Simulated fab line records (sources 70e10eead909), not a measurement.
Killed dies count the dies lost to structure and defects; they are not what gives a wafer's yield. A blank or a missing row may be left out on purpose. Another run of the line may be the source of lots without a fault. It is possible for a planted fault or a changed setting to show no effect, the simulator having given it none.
Chamber matching / flow nand harc / 4 sister chambers for NHARC_A_WL_FILL_ALD_19 on ald metal-01
The step deposits TiN, target thk 2 nm, pulse time 3 s, ald cycles 100. 8 wafers are shown with their chamber, then 11 later ones without.

== WAFERS WITH THEIR CHAMBER ==
wafer=L083.3; chamber=0; heater power w (W)=1028; precursor pulse height rel=0.963
wafer=L083.5; chamber=1; heater power w (W)=1027; precursor pulse height rel=1.039
wafer=L087.2; chamber=1; heater power w (W)=1004; precursor pulse height rel=1.000
wafer=L087.5; chamber=2; heater power w (W)=1212; precursor pulse height rel=1.016
wafer=L087.1; chamber=3; heater power w (W)=1109; precursor pulse height rel=1.053
wafer=L087.3; chamber=0; heater power w (W)=992; precursor pulse height rel=0.984
wafer=L087.6; chamber=3; heater power w (W)=1087; precursor pulse height rel=0.968
wafer=L089.1; chamber=2; heater power w (W)=1189; precursor pulse height rel=0.983

== WAFERS WITH NO CHAMBER GIVEN ==
wafer=L089.3; heater power w (W)=995; precursor pulse height rel=1.012
wafer=L089.5; heater power w (W)=1018; precursor pulse height rel=0.991
wafer=L090.1; heater power w (W)=1023; precursor pulse height rel=0.980
wafer=L090.4; heater power w (W)=1039; precursor pulse height rel=0.989
wafer=L090.5; heater power w (W)=1027; precursor pulse height rel=1.019
wafer=L090.2; heater power w (W)=1215; precursor pulse height rel=1.006
wafer=L090.3; heater power w (W)=1103; precursor pulse height rel=1.006
wafer=L090.6; heater power w (W)=1051; precursor pulse height rel=1.002
wafer=L093.1; heater power w (W)=1106; precursor pulse height rel=0.991
wafer=L093.4; heater power w (W)=1216; precursor pulse height rel=0.986
wafer=L093.5; heater power w (W)=1016; precursor pulse height rel=1.005

== CHAMBER TAKEN BY EACH ==
wafer=L089.3; from the rows above=can't be placed: 1 or 0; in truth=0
wafer=L089.5; from the rows above=can't be placed: 0 or 1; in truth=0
wafer=L090.1; from the rows above=can't be placed: 0 or 1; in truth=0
wafer=L090.4; from the rows above=can't be placed: 1 or 0 or 3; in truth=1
wafer=L090.5; from the rows above=can't be placed: 1 or 0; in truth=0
wafer=L090.2; from the rows above=2; in truth=2
wafer=L090.3; from the rows above=3; in truth=3
wafer=L090.6; from the rows above=can't be placed: 1 or 0 or 3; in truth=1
wafer=L093.1; from the rows above=3; in truth=3
wafer=L093.4; from the rows above=2; in truth=2
wafer=L093.5; from the rows above=can't be placed: 1 or 0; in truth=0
Placed correctly: 4 of 11. From these rows, 7 cannot be placed; in 7 the true chamber is one of the candidates. Placed wrongly: 0.
How it was worked out, from the rows above alone: a wafer's distance from a chamber is the root of the sum, over the readings, of the square of ((its reading less the chamber's mean) divided by the reading's scatter). If the next closest chamber is less than 2 further off than the closest, the wafer can't be placed; otherwise it belongs to the closest. The mean given for a chamber averages the wafers shown for that chamber. The scatter: take each reading less its chamber's mean, square it, sum over the shown wafers, divide by the number of wafers less the number of chambers, and take the root.
